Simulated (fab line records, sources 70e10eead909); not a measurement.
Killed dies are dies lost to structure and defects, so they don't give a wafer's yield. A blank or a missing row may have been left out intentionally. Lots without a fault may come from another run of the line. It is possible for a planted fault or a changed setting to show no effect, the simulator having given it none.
Which tool is to blame? :: flow nand_harc :: 18 wafers from 6 lots sampled at 5 of the route's 1159 steps

## WHAT THE GAUGES READ, wafer by wafer
NHARC_END_SORT_01.
lot: L279
measured: day 23 03:06
on: prober-01
killed_at_array: 12

## WHICH TOOL RAN EACH LOT (tool, then ch and the chambers of the sampled wafers, then the start)
lot: L266
NHARC_A_STAIRCASE_TRIM_193: rie_diel-11 ch 0,2, day 11 15:15 or earlier
NHARC_A_STAIRCASE_TRIM_220: rie_diel-04 ch 0,1,3, day 11 15:15
NHARC_A_STAIRCASE_TRIM_226: rie_diel-04 ch 0,1,3, day 11 16:10
NHARC_A_STAIRCASE_STRIP_238: plasma_asher-02 ch 0,1, day 11 17:36

lot: L270
NHARC_A_STAIRCASE_TRIM_193: rie_diel-04 ch 0,1,2, day 12 12:07 or earlier
NHARC_A_STAIRCASE_TRIM_220: rie_diel-04 ch 0,2,3, day 12 12:07
NHARC_A_STAIRCASE_TRIM_226: rie_diel-04 ch 0,2,3, day 12 12:50
NHARC_A_STAIRCASE_STRIP_238: plasma_asher-02 ch 0,1, day 12 14:34

lot: L276
NHARC_A_STAIRCASE_TRIM_193: rie_diel-04 ch 0,1, day 14 02:37 or earlier
NHARC_A_STAIRCASE_TRIM_220: rie_diel-04 ch 1,3, day 14 02:37
NHARC_A_STAIRCASE_TRIM_226: rie_diel-04 ch 1,2, day 14 03:19
NHARC_A_STAIRCASE_STRIP_238: plasma_asher-02 ch 1, day 14 04:48

lot: L279
NHARC_A_STAIRCASE_TRIM_193: rie_diel-11 ch 0,2,3, day 15 01:01 or earlier
NHARC_A_STAIRCASE_TRIM_220: rie_diel-04 ch 0,1,2, day 15 01:01
NHARC_A_STAIRCASE_TRIM_226: rie_diel-04 ch 0,2,3, day 15 01:47
NHARC_A_STAIRCASE_STRIP_238: plasma_asher-02 ch 0, day 15 03:10

lot: L285
NHARC_A_STAIRCASE_TRIM_193: rie_diel-12 ch 0,1, day 15 19:41 or earlier
NHARC_A_STAIRCASE_TRIM_220: rie_diel-12 ch 1,2, day 15 19:41
NHARC_A_STAIRCASE_TRIM_226: rie_diel-12 ch 2,3, day 15 20:23
NHARC_A_STAIRCASE_STRIP_238: plasma_asher-02 ch 0, day 15 22:08

lot: L286
NHARC_A_STAIRCASE_TRIM_193: rie_diel-11 ch 0,1,2, day 17 03:03 or earlier
NHARC_A_STAIRCASE_TRIM_220: rie_diel-11 ch 0,1,3, day 17 03:03
NHARC_A_STAIRCASE_TRIM_226: rie_diel-11 ch 0,2,3, day 17 04:28
NHARC_A_STAIRCASE_STRIP_238: plasma_asher-01 ch 0,1, day 17 06:09
- NHARC_A_STAIRCASE_TRIM_193: chemistry O2, time 211.2 s.
- NHARC_A_STAIRCASE_TRIM_220: chemistry O2, time 211.2 s.
- NHARC_A_STAIRCASE_TRIM_226: chemistry O2, time 211.2 s.
- NHARC_A_STAIRCASE_STRIP_238: strips in O2.

## THE ANSWER, worked out from the rows above alone
Rule: what is usual is taken from the lots themselves. Put in order of their means at a reading, lots are off if they are a third of the lots or fewer, leave a main group of 4 or more, and stand apart from it by a gap of 3 or more times the standard deviation of the main group's means; of several such gaps the widest counts. A main group is skipped when, at the precision printed for the reading in the tables above, its means are all equal. A lot without any number at a reading at which 4 lots or more have one is off too. Any other lot the step has rows for is counted as sound.
None of the lots is off at any reading shown; this tells nothing.

## WHAT THE SIMULATOR HAD INSERTED
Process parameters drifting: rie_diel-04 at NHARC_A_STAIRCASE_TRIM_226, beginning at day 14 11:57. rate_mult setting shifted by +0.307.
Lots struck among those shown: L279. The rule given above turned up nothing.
